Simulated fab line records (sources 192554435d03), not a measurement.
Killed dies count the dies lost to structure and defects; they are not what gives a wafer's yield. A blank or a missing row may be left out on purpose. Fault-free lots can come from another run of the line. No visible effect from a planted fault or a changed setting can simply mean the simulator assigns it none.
Struck lot and sound lot, side by side | flow n5-finfet | 39 steps out of a route of 1938
Sound: these wafers, L435.2, L435.3, L435.6. Struck: wafer L424.1. (L424.4 of the same lot was not struck and is left out.) The cause comes at the end.
Order at every step that has rows: each side's tool, ch and its chambers, its first start. Under that, the readings that differ: sound wafers | struck wafers | difference of the means | sigmas: that difference in standard deviations of wafers without a fault.
alike: same words and numbers on both sides, and readings whose means sit less than 2 such deviations apart. not compared: any withheld reading, any reading some wafer has no value for, any bound like >300 that may hide the same value, and any number with overlapping values for which the record gives no deviation.
A row with sigmas, a row that says differs or no value, or rows on one side alone: a step with any of these is where the two part. Non-overlapping numbers with no deviation appear without sigmas and do not part them. A reading that every wafer of one side lacks parts them only if that side has two wafers or more.

first, 10 steps without rows for these wafers: N5_DUMMY_GATE_ETCH_23 (etches poly-Si in HBr/Cl2/O2, target depth 41 nm, time 22.3 s); N5_DUMMY_GATE_ETCH_44 (etches poly-Si in HBr/O2, stops on SiO2, target depth 127.5 nm); N5_DUMMY_GATE_ETCH_42 (etches SiO2 in CHF3/O2, target depth 3.5 nm, time 31 s); N5_DUMMY_GATE_STRIP_48 (strips in N2/H2, time 20 s); N5_DUMMY_GATE_PRECLEAN_33 (cleans in dHF, time 10 s); N5_DUMMY_GATE_PRECLEAN_25 (cleans in O3/DIW, time 45 s); N5_DUMMY_GATE_PRECLEAN_51 (cleans in SC2, time 45 s); N5_DUMMY_GATE_SRD_26 (time 30 s); N5_DUMMY_GATE_UV_OZONE_45 (time 120 s); N5_SPACER0_ALD_07 (deposits SiNx, target thk 2 nm).
N5_SPACER0_ALD_00: deposits SiOCN, target thk 3.5 nm, pulse time 3 s, purge time 2 s.
  sound on ald-sin-01 ch 0,1,3, day 8 14:46; struck on ald-sin-03 ch 3, day 5 20:35
  reading    | sound    | struck | difference | sigmas
  ald-cycles | 58 58 58 | 64     | +6         |
  alike: heater-power-outer-w, heater-power-w, precursor-pulse-height-rel
then, 25 steps without rows for these wafers: N5_SPACER0_ALD_08 (deposits SiNx, target thk 2 nm); N5_SD_EPI_N_COAT_32 (time 60 s, resist thk 350 nm); N5_SD_EPI_N_COAT_33 (time 60 s, resist thk 35 nm); N5_SD_EPI_N_COAT_03 (resist thk 150 nm); N5_SD_EPI_N_EBR_05; N5_SD_EPI_N_SOFTBAKE_04 (time 60 s); N5_SD_EPI_N_EXPOSE_06 (exposes mask SD N BLK, target cd 120 nm); N5_SD_EPI_N_PEB_07 (peb time 60 s); N5_SD_EPI_N_DEVELOP_08 (develop time 30 s); N5_SD_EPI_N_DESCUM_14 (chemistry O2, time 7.9 s); N5_SD_EPI_N_ETCH_34 (etches SiARC in CF4, target depth 45.5 nm, time 75.8 s); N5_SD_EPI_N_ETCH_35 (etches SOC in N2/H2, overetch 108 nm, time 486 s); N5_SD_EPI_N_STRIP_36 (strips in N2/H2); N5_SD_EPI_N_ETCHBACK_44 (etches SiNx in CH3F/O2, stops on SiO2, target depth 14.5 nm); N5_SD_EPI_N_ETCH_45 (etches SiOCN in CH3F/O2, target depth 6 nm); N5_SD_EPI_N_ETCH_16 (etches SiO2 in CHF3/O2, target depth 5 nm); N5_SD_EPI_N_STRIP_47 (strips in CHF3/O2); N5_SD_EPI_N_SD_RECESS_17 (chemistry HBr/Cl2/O2, target depth 41 nm, time 23.7 s, bt time 3 s); N5_SD_EPI_N_STRIP_38 (strips in N2/H2); N5_SD_EPI_N_WET_ETCH_43 (etches SiO2 in dHF, time 14 s, target depth 1.5 nm); N5_SD_EPI_N_STRIP_18 (strips in SPM, time 750 s); N5_SD_EPI_N_SRD_20 (time 30 s); N5_SD_EPI_N_PRECLEAN_48 (cleans in NF3:NH3, afs cycles 2, time 20 s, sublimation time 60 s); N5_SD_EPI_N_VAPOR_ETCH_50 (etches Si in HCl, time 54 s); N5_SD_EPI_N_EPI_21 (deposits Si:P, time 690 s).
N5_SD_EPI_P_PRECLEAN_32: cleans in dHF, time 10 s.
  sound on wet-bench-03 ch 4,5,7, day 9 00:13; struck on wet-bench-02 ch 2, day 6 07:13
  reading                                   | sound       | struck | difference | sigmas
  model.SiOCN_of_SPACER0_ALD_00.thk-nm (nm) | 3.4 3.4 3.4 | 3.8    | +0.4       |
-- the record jumps here: 4 days lie between the struck wafers' starts before and after (it left off in module SD_EPI_P and takes up again in module BEOL_M4, whose first step shown is number 1111 of the route) --
N5_BEOL_M4_RC_MEAS_101:
  sound on prober-01 ch 0, day 13 21:51; struck on prober-01 ch 0, day 10 16:04
  reading         | sound             | struck | difference | sigmas
  IOFF_N (nA/um)  | 0.159 0.174 0.158 | 0.111  | -0.053     | -2
  ION_N (uA/um)   | 681 690 682       | 645    | -39        | -4
  ION_P (uA/um)   | 463 470 466       | 442    | -24        | -3
  REXT_P (ohm.um) | 97.8 97.1 97.1    | 108.6  | +11.3      | +5
  VT_N (mV)       | 249.1 246.4 248.8 | 256.5  | +8.4       | +3
  alike: DIBL_N, DIBL_P, IOFF_P, SS_N, SS_P, VT_P
-- the record jumps here: 5 days lie between the struck wafers' starts before and after (it left off in module BEOL_M4 and takes up again in module PASSIVATION, whose first step shown is number 1936 of the route) --
N5_PASSIVATION_PROBE_49:
  sound on prober-01 at day 18 09:55; struck on prober-02 at day 15 05:19
  reading              | sound | struck | difference | sigmas
  killed-at-other      | 6 9 5 | 1      | -6         | -2
  sort_bin_8_speed (%) | 0 0 0 | 0.08   | +0.08      | +8
  alike: defect-limited-yield, killed_at_M0_to_M3, killed_at_M4_up, killed-at-contacts, killed-at-front-end, killed-dies, killed-open, killed-short, sort_bin_5_function, sort_bin_6_memory, sort-n-pass, sort-yield-pct

WHERE THEY PART
Earliest at N5_BEOL_M4_RC_MEAS_101; latest, in this record, at N5_PASSIVATION_PROBE_49.

WHY: what the simulator had put in
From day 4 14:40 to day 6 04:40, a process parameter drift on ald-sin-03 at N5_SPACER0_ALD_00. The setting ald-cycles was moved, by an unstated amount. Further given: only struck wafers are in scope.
